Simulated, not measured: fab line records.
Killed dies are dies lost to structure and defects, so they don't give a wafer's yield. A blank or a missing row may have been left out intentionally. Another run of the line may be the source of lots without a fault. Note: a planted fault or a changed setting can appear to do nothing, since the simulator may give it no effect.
fab line records	flow n5Finfet	part 1 of 2: steps 1 to 3 of 6
record lots=24	wafers=72	lastDay=19
route steps=1938 shown BEOL_M2@883
lots with no fault: from the same line, run without faults
startH: hours from the record's opening day to when the first of the lot's shown wafers began	waitH: hours elapsed since this lot's preceding step	" repeats the value in the row above	L1.1+2: a single row standing in for several wafers	- no value present, or no start provided	* or withheld: withheld	< > ~ a bound
route shown NAME@n: a module of which the file shows steps, and the number in the route of the first	usual: mean and standard deviation over wafers with no fault	same: alike in all rows	chamber/n: place in a boat	sites: the reading at each site	_std_site: their standard deviation	_edge_site: inner sites' mean taken away from outer sites' mean	radiusMm: how far each site lies from the wafer's centre	mask NAME#n: copy n	behind: the tool/chamber that last shaped the wafer	hold: why the lot went on hold/how many hours it stayed there/how the hold came to an end	device: the n, p or np transistor that did not switch	end of line: the route-end tests of the same wafers	step lacking rows: just its recipe	killed: the dies lost at the first sort to structure and to defects; this is not the yield of the wafer	map: dies across one wafer; x = killed, . = not, _ = none there
set.NAME: the run value of the setting; set.NAME@STEP: its run value at that earlier step	model.NAME: the simulator's own value behind a step, which no gauge read
a sample of lots followed through the steps of the route, with each step as a table and each wafer as a row
services: from which hour (startH, from the record's first day; less than 0 if before it) a tool's chamber was out of use, for how many hours, and why
## steps
# step N5_BEOL_M2_ETCHBACK_99
# recipe chemistry=CHF3	target=SiO2	targetDepthA=50	timeS=10.4	sourceW=215	biasW=47	Ar_flow_sccm=200	CHF3_flow_sccm=12	ionEnergyEv=100	pressureMtorr=30
# usual chamberPressureMTorr=30.000/0.027	drypumpMotorCurrentA=5.6/0.49	oesProductAu=0.78/0.092	rfFwdPowerW=212.9/0.87	rfVppV=238/6.4	showerheadPlenumPTorr=2.18/0.045	throttleValvePct=17.1/0.31
lot.wafer	tool	chamber	startH	waitH	chamberPressureMTorr	drypumpMotorCurrentA	oesProductAu	rfFwdPowerW	rfHoursCounterH	rfVppV	showerheadPlenumPTorr	throttleValvePct
L074.1	rieDiel-06	3	144.15	7.1	30.002	4.8	0.91	213.4	20	244	2.11	16.5
L074.5	"	3	"	"	30.051	4.8	0.91	212.3	-	244	2.11	16.5
L074.6	"	0	"	"	29.997	5.3	0.74	213.2	-	232	2.24	17.3
L075.2	rieDiel-02	3	165.65	19.9	30.010	5.3	0.67	211.7	245	229	2.20	17.4
L075.5	"	1	"	"	30.000	5.8	0.78	213.6	-	240	2.17	17.3
L075.6	"	0	"	"	30.018	6.2	0.70	212.6	-	249	2.22	17.5
L076.4	rieDiel-06	1	165.83	13.9	30.009	6.5	0.83	213.1	72	241	2.18	16.6
L076.5	"	0	"	"	29.973	5.3	0.74	214.7	-	233	2.24	17.3
L076.6	"	1	"	"	30.025	6.4	0.83	212.6	-	241	2.18	16.6
L078.4	rieDiel-02	0	168.73	3.7	30.032	6.2	0.70	213.1	215	248	2.22	17.5
L078.5	"	0	"	"	29.981	6.2	0.69	214.0	-	246	2.22	17.5
L078.6	"	3	"	"	29.965	5.3	0.67	212.4	-	230	2.20	17.4
L079.1	rieDiel-06	1	168.73	1.5	29.933	6.5	0.84	212.3	73	241	2.18	16.6
L079.3	"	3	"	"	29.964	4.8	0.90	212.1	30	244	2.10	16.5
L079.4	"	2	"	"	29.995	5.4	0.99	212.8	3	243	2.18	16.8
L077.1	rieDiel-02	2	173.12	1.2	29.990	5.2	0.71	212.5	193	239	2.23	17.2
L077.3	"	1	"	"	30.002	5.8	0.77	212.8	133	241	2.16	17.3
L077.6	"	3	"	"	29.991	5.3	0.67	211.7	-	229	2.19	17.4
L081.2	rieDiel-02	0	177.32	2.5	30.020	6.1	0.70	212.9	218	246	2.22	17.5
L081.3	"	2	"	"	30.002	5.1	0.72	211.3	194	236	2.23	17.2
L081.5	"	2	"	"	29.994	5.1	0.71	212.3	-	238	2.23	17.2
L080.3	rieDiel-05	1	177.43	2.6	29.958	4.9	0.69	213.0	184	238	2.17	17.0
L080.4	"	3	"	"	29.978	5.6	0.70	211.6	235	242	2.20	17.1
L080.5	"	2	"	"	30.027	5.9	0.85	214.0	-	226	2.11	16.9
L083.3	rieDiel-05	1	192.86	1.9	29.977	4.9	0.68	213.4	189	237	2.17	17.1
L083.4	"	3	"	"	29.981	5.6	0.69	212.2	239	241	2.20	17.1
L083.5	"	1	"	"	30.015	4.9	0.69	212.7	-	237	2.17	17.0
L082.2	rieDiel-02	2	196.62	5.8	30.005	5.1	0.70	212.7	203	237	2.23	17.3
L082.3	"	1	"	"	29.972	5.7	0.75	213.8	143	241	2.16	17.4
L082.6	"	0	"	"	29.945	6.2	0.69	214.0	-	248	2.22	17.5
L084.1	rieDiel-06	0	211.61	6.7	29.988	5.3	0.73	213.2	186	232	2.24	17.4
L084.4	"	2	"	"	29.941	5.4	0.95	213.4	14	243	2.17	16.9
L084.6	"	0	"	"	29.995	5.3	0.74	213.0	-	232	2.24	17.4
L086.1	rieDiel-02	0	223.54	9.1	29.960	6.1	0.68	213.1	234	247	2.21	17.5
L086.2	"	1	"	"	30.019	5.8	0.75	212.2	150	241	2.16	17.3
L086.3	"	3	"	"	30.029	5.3	0.94	212.1	8	230	2.19	17.1
L085.1	rieDiel-02	0	224.97	10.8	30.001	6.2	0.69	214.1	235	247	2.21	17.5
L085.4	"	3	"	"	30.000	5.3	0.94	212.1	9	229	2.19	17.1
L085.6	"	3	"	"	30.005	5.3	0.94	211.7	-	229	2.19	17.1
L087.1	rieDiel-02	0	237.64	0.6	29.974	6.2	0.67	213.8	239	247	2.21	17.5
L087.2	"	1	"	"	29.975	5.8	0.76	212.5	155	241	2.16	17.4
L087.4	"	2	"	"	30.017	5.1	0.70	212.5	215	239	2.22	17.3
L088.1	rieDiel-06	2	240.90	1.4	29.940	5.4	0.92	212.5	23	244	2.17	16.9
L088.3	"	0	"	"	30.041	5.3	0.72	213.3	195	232	2.23	17.4
L088.5	"	3	"	"	29.982	4.8	0.86	213.4	-	244	2.10	16.6
L090.1	rieDiel-02	0	246.49	5.6	29.985	6.2	0.67	213.6	244	248	2.21	17.6
L090.2	"	2	"	"	30.008	5.1	0.69	212.1	219	237	2.22	17.3
L090.6	"	1	"	"	29.991	5.8	0.74	214.4	-	240	2.16	17.4
L089.2	rieDiel-02	3	246.93	5.9	30.026	5.3	0.90	212.9	18	230	2.19	17.1
L089.3	"	0	"	"	30.029	6.2	0.68	213.3	244	248	2.21	17.6
L089.6	"	1	"	"	30.024	5.8	0.74	214.1	-	240	2.16	17.4
L091.2	rieDiel-02	3	250.41	6.7	30.030	5.3	0.91	212.3	19	229	2.19	17.1
L091.3	"	1	"	"	29.991	5.7	0.74	214.9	161	242	2.16	17.4
L091.4	"	2	"	"	29.977	5.1	0.69	212.8	221	236	2.22	17.3
L092.2	rieDiel-06	3	257.92	4.5	29.998	4.8	0.84	213.5	61	245	2.09	16.6
L092.4	"	2	"	"	30.052	5.4	0.90	214.2	30	243	2.17	16.9
L092.6	"	3	"	"	29.976	4.8	0.84	213.3	-	244	2.09	16.6
L093.1	rieDiel-05	0	259.71	5.7	29.991	6.3	0.75	212.5	152	231	2.08	17.1
L093.5	"	1	"	"	30.019	4.9	0.67	212.1	-	237	2.16	17.1
L093.6	"	2	"	"	30.028	5.9	0.82	214.4	-	227	2.10	16.9
L094.2	rieDiel-06	3	265.90	4.3	29.992	4.8	0.84	213.7	65	245	2.09	16.6
L094.3	"	1	"	"	30.003	6.4	0.78	213.5	104	240	2.17	16.6
L094.5	"	1	"	"	30.016	6.5	0.79	214.0	-	239	2.17	16.6
L095.1	rieDiel-06	0	274.47	0.7	30.014	5.3	0.71	213.1	209	232	2.23	17.4
L095.2	"	2	"	"	29.959	5.4	0.90	212.5	37	245	2.16	16.9
L095.4	"	3	"	"	29.982	4.8	0.84	214.2	69	245	2.09	16.6
L096.1	rieDiel-02	1	285.81	1.7	29.991	5.8	0.73	212.6	173	239	2.15	17.4
L096.3	"	3	"	"	29.969	5.3	0.86	211.0	32	229	2.18	17.1
L096.5	"	2	"	"	30.033	5.1	0.68	212.1	-	237	2.21	17.3
L097.1	rieDiel-05	3	288.92	2.1	29.971	5.6	0.95	212.3	12	237	2.19	16.7
L097.4	"	2	"	"	29.984	6.0	0.80	213.3	91	228	2.09	16.9
L097.5	"	0	"	"	29.996	6.3	0.74	212.6	-	230	2.07	17.1
# step N5_BEOL_M2_ETCH_70
# recipe chemistry=N2/H2	target=SOC	targetDepthA=800	overetchA=240	maskMaterial=SiARC	tempC=40	timeS=130	ionEnergyEv=200	pressureMtorr=30	sourceW=840	biasW=150	n2FlowSccm=200	h2FlowSccm=200
# usual chamberPressureMTorr=30.00/0.032	drypumpMotorCurrentA=5.6/0.5	oesProductAu=0.57/0.063	rfFwdPowerW=836.4/2.6	rfVppV=524.6/1.8	showerheadPlenumPTorr=2.58/0.06	throttleValvePct=17.9/0.33
lot.wafer	tool	chamber	startH	waitH	chamberPressureMTorr	drypumpMotorCurrentA	oesProductAu	rfFwdPowerW	rfHoursCounterH	rfVppV	showerheadPlenumPTorr	throttleValvePct
L074.1	rieDiel-06	3	144.19	0.0	30.01	4.8	0.68	835.4	20	522.7	2.49	17.3
L074.5	"	3	"	"	29.96	4.8	0.68	834.1	-	522.3	2.49	17.3
L074.6	"	0	"	"	30.03	5.3	0.55	838.8	-	526.7	2.63	17.9
L075.2	rieDiel-02	3	165.68	0.0	30.01	5.3	0.51	838.0	245	526.0	2.60	18.1
L075.5	"	1	"	"	29.98	5.7	0.57	835.6	-	524.1	2.56	18.2
L075.6	"	0	"	"	29.97	6.2	0.52	836.4	-	525.6	2.62	18.2
L076.4	rieDiel-06	1	165.87	0.0	30.04	6.5	0.61	838.4	72	525.3	2.60	17.5
L076.5	"	0	"	"	30.00	5.3	0.55	843.2	-	526.9	2.63	18.0
L076.6	"	1	"	"	30.00	6.5	0.61	838.8	-	523.9	2.60	17.5
L078.4	rieDiel-02	0	168.76	0.0	29.95	6.2	0.51	838.1	215	525.9	2.62	18.2
L078.5	"	0	"	"	30.05	6.2	0.52	836.0	-	525.7	2.62	18.2
L078.6	"	3	"	"	30.03	5.3	0.50	834.5	-	527.1	2.60	18.1
L079.1	rieDiel-06	1	168.76	0.0	29.96	6.5	0.61	833.4	73	524.4	2.59	17.5
L079.3	"	3	"	"	29.98	4.8	0.66	833.7	30	522.1	2.49	17.3
L079.4	"	2	"	"	30.05	5.4	0.71	837.9	3	525.9	2.59	17.5
L077.1	rieDiel-02	2	173.15	0.0	30.04	5.1	0.53	833.7	193	525.6	2.66	18.3
L077.3	"	1	"	"	29.95	5.8	0.57	840.4	133	524.2	2.56	18.2
L077.6	"	3	"	"	29.99	5.3	0.50	834.4	-	525.7	2.60	18.1
L081.2	rieDiel-02	0	177.36	0.0	30.04	6.2	0.52	838.8	218	524.1	2.62	18.2
L081.3	"	2	"	"	29.99	5.1	0.52	837.3	194	526.2	2.66	18.3
L081.5	"	2	"	"	30.06	5.1	0.52	836.4	-	527.4	2.66	18.3
L080.3	rieDiel-05	1	177.47	0.0	29.98	4.9	0.53	835.8	184	522.9	2.53	17.6
L080.4	"	3	"	"	30.02	5.6	0.52	839.5	235	526.2	2.60	17.8
L080.5	"	2	"	"	30.01	5.9	0.62	832.4	-	520.7	2.47	17.4
L083.3	rieDiel-05	1	192.89	0.0	29.96	4.9	0.53	833.6	189	523.9	2.53	17.7
L083.4	"	3	"	"	29.98	5.6	0.52	830.3	239	526.1	2.60	17.8
L083.5	"	1	"	"	30.00	4.9	0.52	836.7	-	523.4	2.53	17.7
L082.2	rieDiel-02	2	196.66	0.0	29.98	5.1	0.53	831.9	203	526.2	2.65	18.3
L082.3	"	1	"	"	30.04	5.8	0.56	832.8	143	523.9	2.56	18.2
L082.6	"	0	"	"	30.01	6.2	0.52	837.6	-	526.6	2.62	18.2
L084.1	rieDiel-06	0	211.65	0.0	29.96	5.3	0.54	829.7	186	526.6	2.62	18.0
L084.4	"	2	"	"	30.01	5.4	0.67	835.9	14	526.3	2.59	17.6
L084.6	"	0	"	"	30.02	5.3	0.55	831.8	-	526.8	2.62	18.0
L086.1	rieDiel-02	0	223.57	0.0	29.95	6.2	0.51	830.8	234	526.6	2.61	18.2
L086.2	"	1	"	"	30.01	5.8	0.55	840.1	150	523.1	2.56	18.2
L086.3	"	3	"	"	30.03	5.3	0.68	836.1	8	525.0	2.59	17.8
L085.1	rieDiel-02	0	225.01	0.0	30.00	6.2	0.51	835.0	235	525.1	2.61	18.2
L085.4	"	3	"	"	30.02	5.3	0.69	839.2	9	525.5	2.59	17.8
L085.6	"	3	"	"	29.98	5.3	0.68	836.0	-	524.2	2.59	17.8
L087.1	rieDiel-02	0	237.67	0.0	30.00	6.2	0.50	834.7	239	524.6	2.61	18.2
L087.2	"	1	"	"	30.00	5.8	0.55	837.0	155	524.5	2.55	18.2
L087.4	"	2	"	"	29.98	5.1	0.51	839.6	215	525.5	2.65	18.3
L088.1	rieDiel-06	2	240.94	0.0	30.03	5.4	0.66	839.3	24	525.2	2.58	17.6
L088.3	"	0	"	"	30.04	5.3	0.54	835.8	195	524.7	2.62	18.0
L088.5	"	3	"	"	30.02	4.8	0.63	833.3	-	523.0	2.48	17.4
L090.1	rieDiel-02	0	246.52	0.0	30.01	6.2	0.50	834.9	244	524.7	2.61	18.3
L090.2	"	2	"	"	29.99	5.1	0.51	836.3	219	525.1	2.65	18.3
L090.6	"	1	"	"	29.95	5.7	0.55	837.8	-	523.4	2.55	18.2
L089.2	rieDiel-02	3	246.97	0.0	30.01	5.3	0.67	839.3	18	525.0	2.59	17.8
L089.3	"	0	"	"	29.99	6.2	0.52	840.2	244	525.8	2.61	18.2
L089.6	"	1	"	"	30.01	5.8	0.55	838.2	-	523.1	2.55	18.3
L091.2	rieDiel-02	3	250.44	0.0	29.98	5.3	0.66	835.8	19	524.6	2.59	17.8
L091.3	"	1	"	"	30.01	5.8	0.55	838.6	161	523.3	2.55	18.3
L091.4	"	2	"	"	29.99	5.1	0.51	834.3	221	525.7	2.65	18.4
L092.2	rieDiel-06	3	257.95	0.0	30.01	4.8	0.62	839.0	61	521.3	2.48	17.4
L092.4	"	2	"	"	30.00	5.4	0.65	833.7	30	526.5	2.58	17.6
L092.6	"	3	"	"	30.02	4.8	0.62	834.0	-	521.2	2.48	17.4
L093.1	rieDiel-05	0	259.75	0.0	30.02	6.3	0.56	839.0	152	521.0	2.41	17.5
L093.5	"	1	"	"	29.82	4.9	0.51	835.5	-	523.1	2.52	17.7
L093.6	"	2	"	"	30.03	5.9	0.61	838.2	-	521.8	2.46	17.5
L094.2	rieDiel-06	3	265.93	0.0	29.97	4.8	0.63	837.7	65	520.6	2.47	17.4
L094.3	"	1	"	"	30.02	6.5	0.58	838.7	104	523.9	2.58	17.6
L094.5	"	1	"	"	29.96	6.5	0.58	837.8	-	523.6	2.58	17.6
L095.1	rieDiel-06	0	274.50	0.0	29.99	5.3	0.53	839.4	209	525.7	2.61	18.0
L095.2	"	2	"	"	29.97	5.4	0.65	835.7	37	525.3	2.58	17.6
L095.4	"	3	"	"	30.04	4.8	0.62	836.7	69	521.6	2.47	17.4
L096.1	rieDiel-02	1	285.84	0.0	30.02	5.7	0.54	835.7	173	523.5	2.55	18.3
L096.3	"	3	"	"	29.93	5.3	0.64	833.2	32	526.1	2.58	17.9
L096.5	"	2	"	"	30.01	5.1	0.50	839.1	-	525.5	2.64	18.3
L097.1	rieDiel-05	0	288.96	0.0	29.94	6.3	0.56	833.5	163	522.0	2.40	17.6
L097.4	"	3	"	"	29.97	5.6	0.70	835.0	12	525.9	2.59	17.4
L097.5	"	0	"	"	29.98	6.3	0.55	832.3	-	520.0	2.40	17.6
# step N5_BEOL_M2_ALD_84
# recipe material=TaN	targetThkA=*	tempC=275	aldPrecursorFamily=PDMAT	aldCoReactant=NH3	pressureTorr=3	carrierFlowSccm=1500	pulseTimeS=2	purgeTimeS=3	coReactantPurgeTimeS=2	coReactantPulseTimeS=3	aldCycles=30	precursorVesselTempC=75	precursorVesselPressureTorr=26.25	precursorVesselCarrierSccm=1000
# usual heaterPowerW=407/55	precursorVesselTempC=75.00/0.13
lot.wafer	tool	chamber	startH	waitH	heaterPowerW	precursorVesselTempC
L074.1	aldMetal-03	2	145.22	0.1	433	74.92
L074.5	"	0	"	"	371	74.93
L074.6	"	1	"	"	449	74.93
L075.2	aldMetal-01	0	166.48	0.0	452	75.00
L075.5	"	3	"	"	441	75.15
L075.6	"	2	"	"	523	75.09
L076.4	aldMetal-02	0	166.62	0.1	323	75.03
L076.5	"	0	"	"	332	75.14
L076.6	"	1	"	"	381	75.04
L078.4	aldMetal-02	0	170.02	0.1	336	75.06
L078.5	"	2	"	"	349	74.92
L078.6	"	1	"	"	396	75.02
L079.1	aldMetal-03	0	170.06	0.2	380	74.99
L079.3	"	3	"	"	376	74.97
L079.4	"	2	"	"	440	75.22
L077.1	aldMetal-03	1	174.09	0.0	432	75.22
L077.3	"	3	"	"	384	75.09
L077.6	"	3	"	"	370	75.05
L081.2	aldMetal-02	3	178.16	0.0	387	74.81
L081.3	"	1	"	"	402	75.01
L081.5	"	2	"	"	346	75.03
L080.3	aldMetal-01	1	178.29	0.1	367	75.06
L080.4	"	0	"	"	452	74.99
L080.5	"	2	"	"	520	75.09
L083.3	aldMetal-02	2	193.92	0.1	349	75.03
L083.4	"	0	"	"	328	74.82
L083.5	"	0	"	"	334	74.85
L082.2	aldMetal-02	1	197.76	0.0	387	75.06
L082.3	"	3	"	"	397	74.90
L082.6	"	0	"	"	327	74.76
L084.1	aldMetal-01	3	212.52	0.1	453	75.10
L084.4	"	2	"	"	506	74.90
L084.6	"	3	"	"	446	75.15
L086.1	aldMetal-01	3	224.93	0.0	442	75.01
L086.2	"	1	"	"	365	75.35
L086.3	"	0	"	"	450	74.79
L085.1	aldMetal-03	0	227.68	0.1	381	74.86
L085.4	"	3	"	"	376	74.98
L085.6	"	0	"	"	375	74.89
L087.1	aldMetal-01	0	238.79	0.0	455	74.95
L087.2	"	1	"	"	365	74.96
L087.4	"	3	"	"	430	74.87
L088.1	aldMetal-01	0	242.00	0.1	451	74.85
L088.3	"	3	"	"	450	75.10
L088.5	"	2	"	"	528	75.13
L090.1	aldMetal-03	3	247.35	0.1	366	74.91
L090.2	"	0	"	"	381	75.15
L090.6	"	2	"	"	439	75.26
L089.2	aldMetal-02	0	247.97	0.0	333	75.09
L089.3	"	2	"	"	347	75.15
L089.6	"	2	"	"	336	75.01
L091.2	aldMetal-03	3	251.90	0.0	378	74.86
L091.3	"	0	"	"	375	75.12
L091.4	"	1	"	"	450	75.03
L092.2	aldMetal-01	2	259.59	0.0	536	74.97
L092.4	"	3	"	"	442	75.16
L092.6	"	2	"	"	530	74.92
L093.1	aldMetal-01	2	260.78	0.1	525	74.84
L093.5	"	2	"	"	514	74.88
L093.6	"	3	"	"	448	75.04
L094.2	aldMetal-02	3	267.03	0.1	397	74.92
L094.3	"	1	"	"	381	75.09
L094.5	"	3	"	"	391	74.84
L095.1	aldMetal-02	3	275.41	0.0	398	75.05
L095.2	"	1	"	"	393	75.03
L095.4	"	2	"	"	343	74.95
L096.1	aldMetal-03	0	286.66	0.0	373	74.97
L096.3	"	1	"	"	452	75.09
L096.5	"	3	"	"	375	74.77
L097.1	aldMetal-03	1	290.03	0.0	445	74.98
L097.4	"	2	"	"	442	74.79
L097.5	"	3	"	"	369	75.06
